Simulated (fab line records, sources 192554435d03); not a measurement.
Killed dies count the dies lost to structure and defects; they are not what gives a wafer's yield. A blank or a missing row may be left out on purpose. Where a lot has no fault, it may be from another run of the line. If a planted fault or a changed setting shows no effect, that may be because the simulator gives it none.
Which tool did it? / flow n5Finfet / 36 wafers from 12 lots sampled at 4 of the route's 1938 steps

## WHAT THE GAUGES SHOWED, per wafer
N5_BEOL_M5_THK_MEAS_53: measures by xrf.
lot=L076; measured=day 8 17:37; on=filmMetro-02; M5_THK (nm)=60.9 59.8 60.3
lot=L077; measured=day 9 02:55; on=filmMetro-01; M5_THK (nm)=63.2 61.2 60.6
lot=L079; measured=day 9 13:24; on=filmMetro-02; M5_THK (nm)=61.0 62.6 61.4
lot=L082; measured=day 9 21:07; on=filmMetro-01; M5_THK (nm)=61.4 61.4 61.1
lot=L083; measured=day 10 03:08; on=filmMetro-02; M5_THK (nm)=60.0 62.3 61.1
lot=L088; measured=day 13 07:26; on=filmMetro-01; M5_THK (nm)=60.6 62.7 61.1
lot=L094; measured=day 13 16:46; on=filmMetro-02; M5_THK (nm)=61.2 60.7 62.4
lot=L090; measured=day 13 21:43; on=filmMetro-01; M5_THK (nm)=60.0 61.4 59.4
lot=L092; measured=day 14 06:43; on=filmMetro-02; M5_THK (nm)=62.2 63.8 62.5
lot=L087; measured=day 14 19:22; on=filmMetro-02; M5_THK (nm)=60.7 63.2 62.2
lot=L093; measured=day 14 23:16; on=filmMetro-01; M5_THK (nm)=64.9 62.5 59.7
lot=L097; measured=day 15 16:50; on=filmMetro-01; M5_THK (nm)=63.3 62.1 60.9

## TOOL THAT RAN EACH LOT (tool first, then ch and the chambers of the sampled wafers, then the start)
lot=L076; N5_BEOL_M5_SPUTTER_48=pvdSputter-02, day 8 12:29; N5_BEOL_M5_ANNEAL_49=pvdSputter-02, day 8 12:34; N5_BEOL_M5_ANNEAL_84=pvdSputter-02, day 8 14:44
lot=L077; N5_BEOL_M5_SPUTTER_48=pvdSputter-03, day 8 21:31; N5_BEOL_M5_ANNEAL_49=pvdSputter-03, day 8 21:35; N5_BEOL_M5_ANNEAL_84=pvdSputter-03, day 8 23:46
lot=L079; N5_BEOL_M5_SPUTTER_48=pvdSputter-01, day 9 06:58; N5_BEOL_M5_ANNEAL_49=pvdSputter-01, day 9 07:03; N5_BEOL_M5_ANNEAL_84=pvdSputter-01, day 9 09:14
lot=L082; N5_BEOL_M5_SPUTTER_48=pvdSputter-01, day 9 15:57; N5_BEOL_M5_ANNEAL_49=pvdSputter-01, day 9 16:02; N5_BEOL_M5_ANNEAL_84=pvdSputter-01, day 9 18:12
lot=L083; N5_BEOL_M5_SPUTTER_48=pvdSputter-02, day 9 21:52; N5_BEOL_M5_ANNEAL_49=pvdSputter-02, day 9 21:56; N5_BEOL_M5_ANNEAL_84=pvdSputter-02, day 10 00:07
lot=L088; N5_BEOL_M5_SPUTTER_48=pvdSputter-02, day 13 02:14; N5_BEOL_M5_ANNEAL_49=pvdSputter-02, day 13 02:19; N5_BEOL_M5_ANNEAL_84=pvdSputter-02, day 13 04:30
lot=L094; N5_BEOL_M5_SPUTTER_48=pvdSputter-02, day 13 11:17; N5_BEOL_M5_ANNEAL_49=pvdSputter-02, day 13 11:22; N5_BEOL_M5_ANNEAL_84=pvdSputter-02, day 13 13:32
lot=L090; N5_BEOL_M5_SPUTTER_48=pvdSputter-02, day 13 16:29; N5_BEOL_M5_ANNEAL_49=pvdSputter-02, day 13 16:34; N5_BEOL_M5_ANNEAL_84=pvdSputter-02, day 13 18:44
lot=L092; N5_BEOL_M5_SPUTTER_48=pvdSputter-03, day 14 01:35; N5_BEOL_M5_ANNEAL_49=pvdSputter-03, day 14 01:40; N5_BEOL_M5_ANNEAL_84=pvdSputter-03, day 14 03:50
lot=L087; N5_BEOL_M5_SPUTTER_48=pvdSputter-01, day 14 14:13; N5_BEOL_M5_ANNEAL_49=pvdSputter-01, day 14 14:17; N5_BEOL_M5_ANNEAL_84=pvdSputter-01, day 14 16:28
lot=L093; N5_BEOL_M5_SPUTTER_48=pvdSputter-03, day 14 18:08; N5_BEOL_M5_ANNEAL_49=pvdSputter-03, day 14 18:13; N5_BEOL_M5_ANNEAL_84=pvdSputter-03, day 14 20:23
lot=L097; N5_BEOL_M5_SPUTTER_48=pvdSputter-01, day 15 11:42; N5_BEOL_M5_ANNEAL_49=pvdSputter-01, day 15 11:47; N5_BEOL_M5_ANNEAL_84=pvdSputter-01, day 15 13:57
- N5_BEOL_M5_SPUTTER_48: material Cu, target thk 15 nm, time 27.62 s.
- N5_BEOL_M5_ANNEAL_49: time 1800 s.
- N5_BEOL_M5_ANNEAL_84: time 1800 s.

## THE ANSWER, worked out from the rows above alone
Rule: what is usual is taken from the lots themselves. The widest of any qualifying gaps counts: lots, ordered by their means at a reading, are off when they make up no more than a third of the lots, leave a main group of 4 or more, and stand apart from it by 3 or more times the standard deviation of that group's means. A main group whose means are all the same, to the digits that the tables above print for the reading, isn't used. Also off: a lot with no number at a reading for which 4 or more lots have one. Where the step has rows for the other lots, those lots are counted as sound.
Across all readings shown, no lot is off: no conclusion can be drawn from this.

## WHAT HAD BEEN PUT IN BY THE SIMULATOR
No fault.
